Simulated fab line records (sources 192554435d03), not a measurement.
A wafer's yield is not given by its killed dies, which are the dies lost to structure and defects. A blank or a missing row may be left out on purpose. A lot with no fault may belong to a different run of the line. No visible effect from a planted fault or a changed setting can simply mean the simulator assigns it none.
2 desks, one fault || flow n5-finfet || every desk sees just its own numbers, and what lay behind them comes last

METROLOGY DESK
What the gauges read, lot by lot, whatever tool the lot ran on: means of the sampled wafers that have a number. Any lot whose mean is over 4 standard deviations away from the usual mean is out of limits and marked OUT; that distance is given in the brackets.
Columns: A = M15_ILD_THK at N5_BEOL_M15_THK_MEAS_01, usual 1631 nm; B = V14_OVL at N5_BEOL_M15_OVL_MEAS_11, usual 3 nm; C = M15_OVL at N5_BEOL_M15_OVL_MEAS_29, usual 1 nm
{"lot": "L744", "first seen here": "day 11 06:28", "A": 1604, "B": 6, "C": 1}
{"lot": "L748", "first seen here": "day 12 14:09", "A": 1644, "B": 4, "C": 1}
{"lot": "L750", "first seen here": "day 13 01:56", "A": 1610, "B": 3, "C": -3}
{"lot": "L752", "first seen here": "day 13 02:07", "A": 1653, "B": 4, "C": 1}
{"lot": "L754", "first seen here": "day 13 10:45", "A": 1646, "B": 12, "C": -10}
{"lot": "L753", "first seen here": "day 13 19:38", "A": 1654, "B": 2, "C": -1}
{"lot": "L755", "first seen here": "day 14 00:22", "A": 1618, "B": 3, "C": 1}
{"lot": "L756", "first seen here": "day 14 21:16", "A": 1613, "B": 7, "C": 1}
{"lot": "L758", "first seen here": "day 15 10:13", "A": 1648, "B": -1, "C": 1}
{"lot": "L764", "first seen here": "day 16 16:01", "A": 1604, "B": -0, "C": 3}
{"lot": "L767", "first seen here": "day 18 02:04", "A": 1639, "B": 2, "C": 3}
Finding of this desk: none of the 11 lots has anything out of limits.

TOOL OWNER'S DESK, rie-diel-02
The tool's own readings at N5_BEOL_M15_ETCH_61 (etches BARC in N2/H2, target depth 89 nm, overetch 26.7 nm, time 67.9 s): means of the sampled wafers that have a number, for each lot that ran on this tool. Any lot whose mean is over 4 standard deviations away from the usual mean is out of limits and marked OUT; that distance is given in the brackets.
Columns: A = bias-w at N5_BEOL_M15_ETCH_61, usual 150.0 W; B = drypump-motor-current-A at N5_BEOL_M15_ETCH_61, usual 5.9 A; C = oes-product-au at N5_BEOL_M15_ETCH_61, usual 0.69 a.u.; D = rf-fwd-power-W at N5_BEOL_M15_ETCH_61, usual 833.3 W; E = rf-vpp-V at N5_BEOL_M15_ETCH_61, usual 524.1 V; F = showerhead-plenum-p-Torr at N5_BEOL_M15_ETCH_61, usual 2.55 Torr; G = throttle-valve-pct at N5_BEOL_M15_ETCH_61, usual 17.84 %
{"lot": "L756", "first seen here": "day 14 23:21", "A": 150.0, "B": 6.0, "C": 0.71, "D": 830.5, "E": 524.4, "F": 2.57, "G": 17.87}
{"lot": "L758", "first seen here": "day 15 12:25", "A": 150.3, "B": 6.3, "C": 0.69, "D": 834.8, "E": 524.3, "F": 2.55, "G": 18.00}
{"lot": "L764", "first seen here": "day 16 18:11", "A": "147.4 (-6.1) OUT", "B": 6.1, "C": 0.61, "D": 831.6, "E": "517.0 (-4.2) OUT", "F": 2.52, "G": 18.21}
This desk's verdict: out of limits on L764, starting with L764 at day 16 18:11 (bias-w at N5_BEOL_M15_ETCH_61). L756, L758 stayed within limits.

BROUGHT TOGETHER
On L764, at day 16 18:11, an alarm was possible from the tool owner's desk.
At the metrology desk, nothing out of limits was observed.
The metrology desk has L764 on record, within its limits.
The lots listed all ran N5_BEOL_M15_ETCH_61 on rie-diel-02.

WHAT THE SIMULATOR PUT IN
rie-diel-02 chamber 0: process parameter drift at N5_BEOL_M15_ETCH_61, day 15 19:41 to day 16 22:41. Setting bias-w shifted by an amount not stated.
Struck lots among those shown: L764.
How many hours passed from the start of the fault until each desk's first out-of-limits reading: the tool owner's desk, 22.
